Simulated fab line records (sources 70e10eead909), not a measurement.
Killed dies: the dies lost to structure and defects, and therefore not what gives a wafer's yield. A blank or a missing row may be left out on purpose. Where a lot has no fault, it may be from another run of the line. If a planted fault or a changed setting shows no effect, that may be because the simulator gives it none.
A lot that was struck, set against a sound lot | flow nandHarc | 15 out of 1302 route steps
Sound: the wafers L742.3, L742.5, L742.6. Wafers struck: L749.2, L749.3, L749.5. At the end, the cause is stated.
Order at every step that has rows: each side's tool, ch and its chambers, its first start. Under that, the readings that differ: sound wafers | struck wafers | difference of the means | sigmas: that difference in standard deviations of wafers without a fault.
alike: a reading whose means differ by less than 2 such deviations, as well as words and numbers matching on both sides. not compared: withheld readings; readings where some wafer has no value; bounds like >300 that might hide an equal value; numbers whose values overlap and for which the record gives no deviation.
Wherever a step has rows on one side only, a row that says differs or no value, or a row with sigmas, the two part there. Numbers that have no deviation but don't overlap get no sigmas and don't part them. Lack of a reading on every wafer of one side parts them only where that side has two or more wafers.

first, 7 steps without rows for these wafers: NHARC_A_SLIT_HMDS_02 (time 30 s); NHARC_A_SLIT_COAT_03 (resist thk 90 nm); NHARC_A_SLIT_SOFTBAKE_04 (time 55 s); NHARC_A_SLIT_EBR_05; NHARC_A_SLIT_EXPOSE_06 (exposes mask SLIT); NHARC_A_SLIT_PEB_07 (peb time 65 s); NHARC_A_SLIT_DEVELOP_08 (develop time 35 s).
NHARC_A_SLIT_CD_MEAS_09 targets a cd of 300 nm.
  sound on cdSem-03 ch 0, day 20 18:50; struck on cdSem-03 ch 0, day 23 13:02
  alike: cdNm
NHARC_A_SLIT_OVL_MEAS_10:
  sound: overlay-02 at day 20 18:56; struck: overlay-02 at day 23 13:08
  alike: overlayXNm, overlayYNm
NHARC_A_SLIT_INSPECT_11:
  sound: defectInspect-01 at day 20 18:58; struck: defectInspect-01 at day 23 13:10
  alike: rawDefectCount
NHARC_A_SLIT_DESCUM_14: chemistry O2, time 3 s.
  sound on rieDiel-08 ch 1,2, day 20 19:01; struck on rieDiel-01 ch 1,3, day 23 13:14
  alike: drypumpMotorCurrentA, oesProductAu, rfVppV, showerheadPlenumPTorr, throttleValvePct
  not compared: rfHoursCounterH
NHARC_A_SLIT_ETCH_24: etches the open film in CF4/CHF3, target depth 121 nm, time 60.5 s.
  sound on rieDiel-08 ch 0,1,3, day 20 19:08; struck on rieDiel-01 ch 1,2,3, day 23 13:19
reading             | sound             | struck            | difference | sigmas
oesProductAu (a.u.) | 0.920 0.933 0.917 | 0.992 0.963 0.971 | +0.052     | +3
  alike: biasW, cf4FlowSccm, drypumpMotorCurrentA, rfVppV, showerheadPlenumPTorr, throttleValvePct
  not compared: rfHoursCounterH
NHARC_A_SLIT_ETCH_15: etches the open film in O2/COS, target depth 6200 nm, time 1612 s.
  sound on rieDiel-08 ch 1,2,3, day 20 19:25; struck on rieDiel-01 ch 1,2,3, day 23 13:38
  no value came back on the struck wafers for any of 9 readings (biasW (W), chamberPressureMTorr (mTorr) and others); on the sound wafers biasW (W) reads 298.8 299.1 299.9
  not compared: rfHoursCounterH
NHARC_A_SLIT_ETCH_17: etches the open film in C4F8/O2/Ar, time 4254.5 s, target depth 20300 nm.
  sound on harEtch-02 ch 0,1, day 20 22:37; struck on harEtch-02 ch 0,1, day 23 14:29
  alike: c4f8FlowSccm, chamberPressureMTorr, drypumpMotorCurrentA, oesAirLineAu, showerheadPlenumPTorr, throttleValvePct
  not compared: rfHoursCounterH
-- the record jumps here: 5 days lie between the struck wafers' starts before and after (it left off in module A_SLIT and takes up again in module END, whose first step shown is number 1302 of the route) --
NHARC_END_SORT_01:
  the record has rows for the struck wafers here (prober-02 ch 0, day 28 07:37) and none for the sound ones

## WHERE THEY PART
At NHARC_A_SLIT_ETCH_24 first; at NHARC_END_SORT_01 last (within this record only).

WHY: whatever the simulator had introduced
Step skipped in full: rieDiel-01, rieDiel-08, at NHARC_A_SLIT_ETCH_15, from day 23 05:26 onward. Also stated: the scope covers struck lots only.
